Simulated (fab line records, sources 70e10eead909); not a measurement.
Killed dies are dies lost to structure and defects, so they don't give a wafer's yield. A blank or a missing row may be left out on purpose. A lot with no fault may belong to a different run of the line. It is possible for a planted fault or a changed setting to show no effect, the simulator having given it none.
A struck lot beside a sound one || flow nandHarc || 14 out of 1302 route steps
Sound: wafers L845.4, L845.5, L845.6. Struck: wafers L837.1, L837.2, L837.5. The cause comes at the end.
For every step that has rows: the tool of each side, followed by ch and its chambers, followed by its first start. Under that, the readings that differ: sound wafers || struck wafers || difference of the means || sigmas: that difference in standard deviations of wafers without a fault.
alike: readings with means less than 2 such deviations apart, plus words and numbers identical on both sides. not compared: withheld readings, readings lacking a value on some wafer, bounds such as >300 that could conceal the same value, and numbers that have no deviation in the record and whose values overlap.
The two part at a step that has a row with sigmas, a row that says differs or no value, or rows on one side only. Numbers that don't overlap but have no deviation are shown without sigmas and don't part them. A reading that every wafer of one side lacks parts them only if that side has two wafers or more.

first, 2 steps without rows for these wafers: NHARC_A_CHANNEL_HOLE_D2_ETCH_38 (etches the open film in CF4, target depth 39 nm, time 65 s); NHARC_A_CHANNEL_HOLE_D2_ETCH_39 (etches the open film in N2/H2, target depth 260 nm, time 325 s).
NHARC_A_CHANNEL_HOLE_D2_ETCH_34: etches the open film in CF4/CHF3, target depth 154 nm, time 77 s.
  sound: rieDiel-07 ch 0,1,3; struck: rieDiel-08 ch 0,2,3
  alike: biasW, cf4FlowSccm, drypumpMotorCurrentA, oesProductAu, rfVppV, showerheadPlenumPTorr, throttleValvePct
  not compared: rfHoursCounterH
then, 1 step without rows for these wafers: NHARC_A_CHANNEL_HOLE_D2_ETCH_16 (etches the open film in O2/COS, target depth 3100 nm, time 806 s).
NHARC_A_CHANNEL_HOLE_D2_CD_MEAS_18:
  sound on cdSem-03 at day 22 10:04; struck on cdSem-01 at day 19 07:50
  alike: cdNm
NHARC_A_CHANNEL_HOLE_D2_ETCH_19: etches the open film in C4F8/O2/Ar, time 34.5 s.
  sound on harEtch-01 ch 0,1, day 22 10:10; struck on harEtch-02 ch 0,1, day 19 07:55
{"reading": "showerheadPlenumPTorr (Torr)", "sound": "3.66 3.66 3.56", "struck": "3.97 3.97 3.97", "difference": "+0.34", "sigmas": "+2"}
  alike: biasV, c4f8FlowSccm, drypumpMotorCurrentA, throttleValvePct
  not compared: rfHoursCounterH
then, 1 step without rows for these wafers: NHARC_A_CHANNEL_HOLE_D2_ETCH_20 (etches the open film in C4F8/O2/Ar, time 361.9 s, target depth 1600 nm).
NHARC_A_CHANNEL_HOLE_D2_ETCH_21: etches the open film in C4F8/O2/Ar, time 514.3 s, target depth 1600 nm.
  sound on harEtch-01 ch 0,1, day 22 10:43; struck on harEtch-02 ch 0,1, day 19 08:20
{"reading": "showerheadPlenumPTorr (Torr)", "sound": "3.62 3.62 3.52", "struck": "3.92 3.92 3.92", "difference": "+0.33", "sigmas": "+2"}
  alike: c4f8FlowSccm, chamberPressureMTorr, drypumpMotorCurrentA, throttleValvePct
  not compared: rfHoursCounterH
NHARC_A_CHANNEL_HOLE_D2_ETCH_22: etches the open film in C4F8/O2/Ar, time 666.7 s, target depth 1600 nm.
  sound on harEtch-01 ch 0,1, day 22 11:11; struck on harEtch-02 ch 0,1, day 19 08:47
{"reading": "showerheadPlenumPTorr (Torr)", "sound": "3.62 3.62 3.52", "struck": "3.92 3.92 3.92", "difference": "+0.33", "sigmas": "+2"}
  alike: c4f8FlowSccm, chamberPressureMTorr, drypumpMotorCurrentA, throttleValvePct
  not compared: rfHoursCounterH
then, 2 steps without rows for these wafers: NHARC_A_CHANNEL_HOLE_D2_ETCH_23 (etches the open film in C4F8/O2/Ar, time 819 s, target depth 1600 nm); NHARC_A_CHANNEL_HOLE_D2_ETCH_24 (etches the open film in C4F8/O2/Ar, time 906.2 s, target depth 1500 nm).
NHARC_A_CHANNEL_HOLE_D2_ETCH_25: etches the open film in C4F8/O2/Ar, time 1040.2 s, target depth 1500 nm.
  sound on harEtch-01 ch 0,1, day 22 13:19; struck on harEtch-02 ch 0,1, day 19 10:47
{"reading": "drypumpMotorCurrentA (A)", "sound": "6.5 6.5 6.0", "struck": "5.0 5.8 5.0", "difference": -1.1, "sigmas": -2}
{"reading": "showerheadPlenumPTorr (Torr)", "sound": "3.62 3.62 3.52", "struck": "3.91 3.91 3.91", "difference": "+0.32", "sigmas": "+2"}
  alike: c4f8FlowSccm, chamberPressureMTorr, throttleValvePct
  not compared: rfHoursCounterH
NHARC_A_CHANNEL_HOLE_D2_ETCH_26: etches the open film in C4F8/O2/Ar, time 224.1 s, target depth 300 nm.
  sound on harEtch-01 ch 0,1, day 22 13:58; struck on harEtch-02 ch 0,1, day 19 11:39
  no value came back on the struck wafers for any of 5 readings (biasV (V), c4f8FlowSccm (sccm) and others); on the sound wafers biasV (V) reads 302.1 295.9 303.1
  not compared: rfHoursCounterH
then, 1 step without rows for these wafers: NHARC_A_CHANNEL_HOLE_D2_ETCH_27 (etches the open film in C4F8/O2/Ar, time 90 s, target depth 400 nm).

== WHERE THEY PART ==
Last at NHARC_A_CHANNEL_HOLE_D2_ETCH_26 as far as this record goes, first at NHARC_A_CHANNEL_HOLE_D2_ETCH_19.

WHY: whatever the simulator had introduced
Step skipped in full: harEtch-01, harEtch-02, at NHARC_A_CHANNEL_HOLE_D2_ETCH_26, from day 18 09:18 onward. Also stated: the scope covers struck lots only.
